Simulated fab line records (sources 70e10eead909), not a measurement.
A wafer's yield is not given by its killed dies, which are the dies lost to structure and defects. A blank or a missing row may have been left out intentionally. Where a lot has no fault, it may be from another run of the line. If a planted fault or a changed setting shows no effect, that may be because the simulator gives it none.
fab line records	flow nand_harc
record: lots: 11	wafers: 33	last_day: 24
route steps=1159 shown P_GATE@150 END@1159
lots with no fault: from the same line, run without faults
start_h: the number of hours between the record's first day and the start of the first shown wafer of the lot	wait_h: hours from the lot's prior step to this one	" same as the row above	L1.1+2: several wafers, shown together as one row	- either no value or no given start	* or withheld: withheld	< > ~ a bound
route shown NAME@n: names a module that has steps shown in the file, with the first one's number in the route	usual: the fault-free wafers' mean and standard deviation	same: alike in all rows	chamber/n: place in a boat	sites: per-site readings	_std_site: the standard deviation of these	_edge_site: mean of outer sites minus mean of inner sites	radius_mm: for every site, how far away it sits from the centre of the wafer	mask NAME#n: copy n	behind: the most recent tool/chamber to have shaped the wafer	hold: what put the lot on hold/how long, in hours/how the hold closed	device: the n, p or np transistor that did not switch	end of line: the route-end tests of the same wafers	a step given without rows: its recipe and nothing more	killed: the dies lost at the first sort to structure and to defects; this is not the yield of the wafer	map: a wafer's dies, marking killed ones x, the rest . and places with no die _
set.NAME: the setting that was run; set.NAME@STEP: the one run at that earlier step	model.NAME: the simulator's own value behind a step, which no gauge read
the route's steps for a sample of lots (tables are steps, rows are wafers)
services: a tool's chamber out of use, with start hour (start_h, from the record's first day; less than 0 if before it), hours out, and reason
== steps ==
step: NHARC_P_GATE_STRIP_108
recipe: o2_flow_sccm: 500	ar_flow_sccm: 0	bias_w: 0	chemistry: O2
usual: drypump_motor_current_A: 5.9/0.47	oes_product_au: 1.004/0.0066	rf_vpp_V: 57.7/0.86	showerhead_plenum_p_Torr: 3.50/0.13	throttle_valve_pct: 17.037/0.0089
lot.wafer	tool	chamber	start_h	wait_h	drypump_motor_current_A	oes_product_au	rf_hours_counter_h	rf_vpp_V	showerhead_plenum_p_Torr	throttle_valve_pct
L853.4	rie_diel-08	0	88.82	-	6.0	1.008	45	57.2	3.68	17.043
L853.2	"	1	"	"	5.8	1.004	52	58.2	3.56	17.043
L853.5	"	3	"	"	4.9	1.009	-	56.8	3.38	17.049
L860.2	rie_diel-12	3	135.01	-	5.7	1.008	39	57.0	3.55	17.039
L860.3	"	0	"	"	6.1	1.015	38	57.8	3.73	17.018
L860.6	"	0	"	"	6.1	1.003	-	58.2	3.73	17.033
L862.1	rie_diel-12	1	150.93	-	6.0	0.992	41	58.5	3.51	17.048
L862.3	"	2	"	"	5.2	0.991	39	58.5	3.41	17.027
L862.5	"	3	"	"	5.8	0.992	-	58.0	3.55	17.039
L861.3	rie_diel-08	1	151.40	-	5.8	0.999	6	58.2	3.55	17.047
L861.4	"	2	"	"	5.7	0.998	5	56.3	3.34	17.036
L861.6	"	3	"	"	4.9	1.003	-	57.6	3.37	17.039
L864.4	rie_diel-08	3	167.62	-	4.9	1.001	11	58.1	3.37	17.044
L864.3	"	0	"	"	6.0	1.011	11	58.2	3.67	17.042
L864.5	"	0	"	"	6.0	1.005	-	58.1	3.67	17.036
L867.4	rie_diel-08	3	174.51	-	4.8	1.006	13	57.9	3.37	17.038
L867.1	"	0	"	"	6.0	1.012	13	58.0	3.67	17.045
L867.5	"	3	"	"	4.8	1.011	-	56.6	3.37	17.029
L872.2	rie_diel-12	0	202.48	-	6.2	1.008	62	59.0	3.71	17.043
L872.1	"	1	"	"	6.0	1.003	61	58.6	3.50	17.017
L872.6	"	0	"	"	6.2	1.012	-	56.4	3.71	17.036
L873.1	rie_diel-03	3	211.40	-	6.6	1.004	31	59.0	3.50	17.047
L873.5	"	2	"	"	6.2	0.997	-	57.6	3.32	17.041
L873.6	"	3	"	"	6.6	1.006	-	59.2	3.50	17.015
L874.1	rie_diel-12	3	217.25	-	5.7	1.002	1	57.0	3.54	17.041
L874.4	"	1	"	"	6.0	0.999	1	58.2	3.50	17.047
L874.5	"	3	"	"	5.7	1.010	-	58.0	3.54	17.024
L875.4	rie_diel-08	0	217.35	-	6.0	1.012	29	57.4	3.66	17.037
L875.2	"	1	"	"	5.8	1.003	29	57.0	3.54	17.042
L875.6	"	3	"	"	4.8	1.002	-	56.2	3.36	17.032
L876.1	rie_diel-08	2	223.18	-	5.7	1.027	30	58.4	3.32	17.045
L876.2	"	3	"	"	4.9	1.016	30	57.5	3.36	17.049
L876.4	"	0	"	"	6.0	1.007	31	59.0	3.66	17.035
step: NHARC_P_GATE_STRIP_101
recipe: time_s: 20	o2_flow_sccm: 500	ar_flow_sccm: 0	bias_w: 0	chemistry: O2
usual: drypump_motor_current_A: 5.8/0.43	oes_product_au: 1.003/0.0079	rf_vpp_V: 57.8/0.85	showerhead_plenum_p_Torr: 3.51/0.13	throttle_valve_pct: 17.037/0.0093
lot.wafer	tool	chamber	start_h	wait_h	drypump_motor_current_A	oes_product_au	rf_hours_counter_h	rf_vpp_V	showerhead_plenum_p_Torr	throttle_valve_pct
L853.4	rie_diel-12	0	99.18	0.1	6.1	1.009	24	59.6	3.73	17.030
L853.2	"	2	"	"	5.2	0.989	23	58.4	3.42	17.040
L853.5	"	1	"	"	6.0	0.999	-	57.8	3.52	17.046
L860.3	rie_diel-08	3	145.49	0.2	4.9	1.012	2	59.6	3.37	17.032
L860.2	"	0	"	"	6.0	1.012	3	58.1	3.67	17.033
L860.6	"	1	"	"	5.8	1.010	-	58.8	3.55	17.035
L862.1	rie_diel-12	1	161.30	0.1	6.0	1.002	44	58.3	3.51	17.027
L862.3	"	2	"	"	5.2	0.992	42	57.3	3.41	17.053
L862.5	"	3	"	"	5.7	0.998	-	58.4	3.55	17.037
L861.3	rie_diel-12	2	161.53	0.1	5.2	0.999	42	57.1	3.40	17.043
L861.4	"	3	"	"	5.8	0.999	46	57.4	3.55	17.046
L861.6	"	2	"	"	5.2	0.987	-	55.4	3.41	17.032
L864.3	rie_diel-03	1	177.94	0.1	5.7	0.987	23	57.7	3.70	17.027
L864.4	"	0	"	"	6.0	0.991	23	56.3	3.52	17.031
L864.5	"	1	"	"	5.7	0.992	-	58.3	3.70	17.035
L867.4	rie_diel-03	3	184.96	0.1	6.5	0.996	25	57.4	3.51	17.026
L867.1	"	0	"	"	6.0	0.999	24	58.1	3.51	17.060
L867.5	"	2	"	"	6.2	1.000	-	57.2	3.33	17.046
L872.2	rie_diel-03	2	212.86	0.1	6.2	1.010	30	57.5	3.32	17.043
L872.1	"	0	"	"	6.0	0.999	30	58.0	3.51	17.028
L872.6	"	2	"	"	6.2	0.995	-	58.2	3.32	17.041
L873.1	rie_diel-08	1	221.53	0.1	5.8	1.001	30	57.6	3.54	17.039
L873.5	"	1	"	"	5.8	1.011	-	56.9	3.53	17.049
L873.6	"	2	"	"	5.7	1.013	-	57.1	3.33	17.035
L874.4	rie_diel-12	0	227.61	0.1	6.2	1.007	4	58.9	3.71	17.030
L874.1	"	2	"	"	5.2	1.001	6	56.2	3.39	17.056
L874.5	"	0	"	"	6.1	1.020	-	57.3	3.71	17.036
L875.4	rie_diel-12	2	229.50	0.1	5.2	1.001	7	58.1	3.39	17.021
L875.2	"	3	"	"	5.7	1.007	6	56.7	3.54	17.032
L875.6	"	2	"	"	5.2	0.991	-	57.3	3.39	17.041
L876.1	rie_diel-03	3	233.40	0.1	6.6	0.995	2	56.7	3.50	17.031
L876.2	"	0	"	"	6.0	1.001	2	58.3	3.51	17.028
L876.4	"	1	"	"	5.7	1.007	2	57.6	3.70	17.047
step: NHARC_P_GATE_EXPOSE_56
recipe: na: 0.6	target_cd_nm: 720	dose_mj: 14.81	mask_id: P_PSD
lot.wafer	tool	chamber	start_h	wait_h	mask
L853.2+4+5	krf_scanner-03	0	102.79	-	P_PSD#0
L860.2+3+6	krf_scanner-02	0	148.01	-	P_PSD#0
L862.1+3+5	krf_scanner-03	0	163.81	-	P_PSD#0
L861.3+4+6	krf_scanner-04	0	164.06	-	P_PSD#0
L864.3+4+5	krf_scanner-03	0	180.43	-	P_PSD_R1#0
L867.1+4+5	krf_scanner-04	0	187.44	-	P_PSD#0
L872.1+2+6	krf_scanner-03	0	215.27	-	P_PSD#0
L873.1+5+6	krf_scanner-02	0	223.92	-	P_PSD#0
L874.1+4+5	krf_scanner-04	0	230.14	-	P_PSD#0
L875.2+4+6	krf_scanner-02	0	232.09	-	P_PSD#0
L876.1+2+4	krf_scanner-02	0	235.86	-	P_PSD#0
step: NHARC_P_GATE_CD_MEAS_59
recipe: target_cd_nm: 720	landing_energy_ev: 500
usual: cd_nm: 719.5/1.4
lot.wafer	tool	chamber	start_h	wait_h	cd_nm
L853.2	cd_sem-03	0	102.94	-	719.8
L853.4	"	0	"	"	718.1
L853.5	"	0	"	"	719.1
L860.2	cd_sem-01	0	148.16	-	719.0
L860.3	"	0	"	"	718.7
L860.6	"	0	"	"	718.0
L862.1	cd_sem-03	0	163.97	-	721.0
L862.3	"	0	"	"	721.0
L862.5	"	0	"	"	720.7
L861.3	cd_sem-02	0	164.21	-	719.8
L861.4	"	0	"	"	719.4
L861.6	"	0	"	"	720.4
L864.3	cd_sem-02	0	180.59	-	701.2
L864.4	"	0	"	"	700.2
L864.5	"	0	"	"	699.6
L867.1	cd_sem-02	0	187.59	-	719.9
L867.4	"	0	"	"	717.6
L867.5	"	0	"	"	717.3
L872.1	cd_sem-01	0	215.42	-	720.2
L872.2	"	0	"	"	721.2
L872.6	"	0	"	"	720.7
L873.1	cd_sem-03	0	224.08	-	721.4
L873.5	"	0	"	"	722.1
L873.6	"	0	"	"	719.5
L874.1	cd_sem-02	0	230.30	-	719.2
L874.4	"	0	"	"	720.4
L874.5	"	0	"	"	721.1
L875.2	cd_sem-01	0	232.25	-	722.8
L875.4	"	0	"	"	722.6
L875.6	"	0	"	"	721.4
L876.1	cd_sem-03	0	236.02	-	717.7
L876.2	"	0	"	"	717.9
L876.4	"	0	"	"	720.3
step: NHARC_P_GATE_DESCUM_61
recipe: time_s: 3	o2_flow_sccm: 200	ar_flow_sccm: 0	bias_power_w: 0	chemistry: O2
usual: drypump_motor_current_A: 5.8/0.45	oes_product_au: 1.004/0.0074	rf_vpp_V: 57.6/0.89	showerhead_plenum_p_Torr: 1.90/0.077	throttle_valve_pct: 11.312/0.0084
lot.wafer	tool	chamber	start_h	wait_h	drypump_motor_current_A	oes_product_au	rf_hours_counter_h	rf_vpp_V	showerhead_plenum_p_Torr	throttle_valve_pct
L853.4	rie_diel-03	1	103.12	-	5.7	1.009	9	58.9	2.02	11.320
L853.2	"	2	"	"	6.2	1.007	9	58.7	1.80	11.306
L853.5	"	3	"	"	6.6	1.008	-	57.9	1.91	11.317
L860.2	rie_diel-03	0	148.34	-	6.0	0.994	18	56.3	1.91	11.296
L860.3	"	1	"	"	5.7	1.003	18	59.2	2.02	11.308
L860.6	"	3	"	"	6.5	1.002	-	57.9	1.90	11.318
L862.3	rie_diel-08	2	164.13	-	5.7	1.000	10	57.5	1.80	11.312
L862.1	"	0	"	"	6.0	1.007	10	55.5	2.00	11.320
L862.5	"	3	"	"	4.9	1.001	-	58.0	1.82	11.313
L861.3	rie_diel-12	1	164.37	-	6.0	1.003	45	57.9	1.90	11.303
L861.4	"	3	"	"	5.7	1.002	48	57.6	1.93	11.318
L861.6	"	1	"	"	6.0	1.006	-	56.9	1.90	11.303
L864.3	rie_diel-08	2	180.75	-	5.7	1.025	17	58.5	1.80	11.324
L864.4	"	3	"	"	4.8	1.016	16	57.6	1.82	11.334
L864.5	"	3	"	"	4.8	1.005	-	57.1	1.82	11.324
L867.1	rie_diel-03	0	187.77	-	6.0	0.994	24	57.8	1.91	11.313
L867.4	"	1	"	"	5.7	1.001	24	58.3	2.01	11.316
L867.5	"	0	"	"	6.0	1.003	-	58.1	1.91	11.323
L872.2	rie_diel-08	3	215.58	-	4.9	1.005	28	58.1	1.82	11.317
L872.1	"	1	"	"	5.8	1.004	28	58.8	1.92	11.305
L872.6	"	3	"	"	4.8	1.002	-	58.6	1.82	11.297
L873.1	rie_diel-12	2	224.24	-	5.2	0.993	3	56.5	1.84	11.310
L873.5	"	2	"	"	5.2	0.987	-	56.4	1.84	11.314
L873.6	"	3	"	"	5.7	1.009	-	54.8	1.92	11.311
L874.1	rie_diel-08	0	230.49	-	6.0	1.010	35	58.8	1.99	11.313
L874.4	"	1	"	"	5.8	1.012	33	57.7	1.92	11.298
L874.5	"	2	"	"	5.7	1.022	-	58.4	1.79	11.314
L875.4	rie_diel-12	2	232.41	-	5.2	1.000	7	57.4	1.83	11.302
L875.2	"	3	"	"	5.7	1.010	7	57.8	1.92	11.320
L875.6	"	3	"	"	5.7	1.015	-	57.4	1.92	11.324
L876.1	rie_diel-03	1	236.18	-	5.7	1.001	2	59.2	2.01	11.318
L876.4	"	3	"	"	6.6	1.003	2	58.6	1.90	11.310
L876.2	"	0	"	"	6.0	0.994	2	57.3	1.90	11.305
step: NHARC_END_SORT_01
recipe: temp_c: 25
usual: killed_at_array: 27/11	killed_at_other: 0.8/1.4	killed_at_periphery: 3.3/2	killed_dies: 31/11	killed_open: 3.4/1.8	killed_short: 2.1/1.3
same: gross_dies: 677
lot.wafer	tool	chamber	start_h	wait_h	killed_at_array	killed_at_other	killed_at_periphery	killed_dies	killed_open	killed_short
L867.5	prober-01	0	519.19	3.8	45	1	0	46	1	2
killed by level:class
L867.5 A_CHANNEL_HOLE_D1:chamber_film_flake=21 A_SLIT:chamber_film_flake=15 A_CONTACT:chamber_film_flake=4 A_SGD_CUT:geometric_particle:short=1 A_CONTACT:geometric_particle:open=1 A_M1:geometric_particle:short=1 A_CHANNEL_FILL_D1:chamber_film_flake=1 A_BONDPAD:chamber_film_flake=1
== services ==
tool	chamber	start_h	hours	kind
krf_scanner-03	-	74.52	0.6	repair
rie_diel-08	0	80.86	-	clean
rie_diel-08	1	80.86	-	clean
rie_diel-08	2	80.86	-	clean
rie_diel-08	3	80.86	-	clean
krf_scanner-02	-	105.78	9.3	repair
rie_diel-12	2	113.53	6.6	repair
rie_diel-08	-	124.80	9.0	pm
krf_scanner-04	-	126.00	4.0	pm
rie_diel-12	3	138.02	3.7	repair
krf_scanner-02	-	139.46	0.8	repair
krf_scanner-04	-	147.54	2.3	repair
rie_diel-03	2	167.77	5.8	repair
krf_scanner-03	-	168.00	4.0	pm
rie_diel-12	3	170.97	13.6	repair
rie_diel-03	-	177.99	0.4	repair
rie_diel-03	-	180.99	1.2	repair
rie_diel-12	2	200.30	15.2	repair
krf_scanner-03	-	201.92	2.1	repair
rie_diel-12	-	202.84	9.0	pm
krf_scanner-02	-	210.00	4.0	pm
rie_diel-03	-	215.30	9.0	pm
krf_scanner-02	-	220.95	0.6	repair
krf_scanner-02	-	232.90	1.9	repair
== key ==
first_sign: step: NHARC_P_GATE_EXPOSE_56	reading: mask	direction: changed
effect: step: NHARC_P_GATE_CD_MEAS_59	reading: cd_nm	direction: down	sigmas: 13	usual: 719.5	struck: 700.3
met_at NHARC_P_GATE_EXPOSE_56
struck_lots L864
tester_left_out L864
not_acting_at NHARC_P_GATE_STRIP_108,NHARC_P_GATE_STRIP_101,NHARC_P_GATE_DESCUM_61
onset_between 163.81 180.43
fault: kind: wrong_mask	tool: any	chamber: -	onset_h: 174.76	steps: NHARC_P_GATE_EXPOSE_56	aux_copy: P_PSD_R1#0	cd_offset_nm: -20.047	scope: struck_lots_only
tester_left_out: of these lots the tester's yield and bins aren't shown, on N5 and GAA mostly nor the transistor test; their killed dies are dies lost to structure and defects alone, not to doping, threshold or leakage, so they don't give the yield
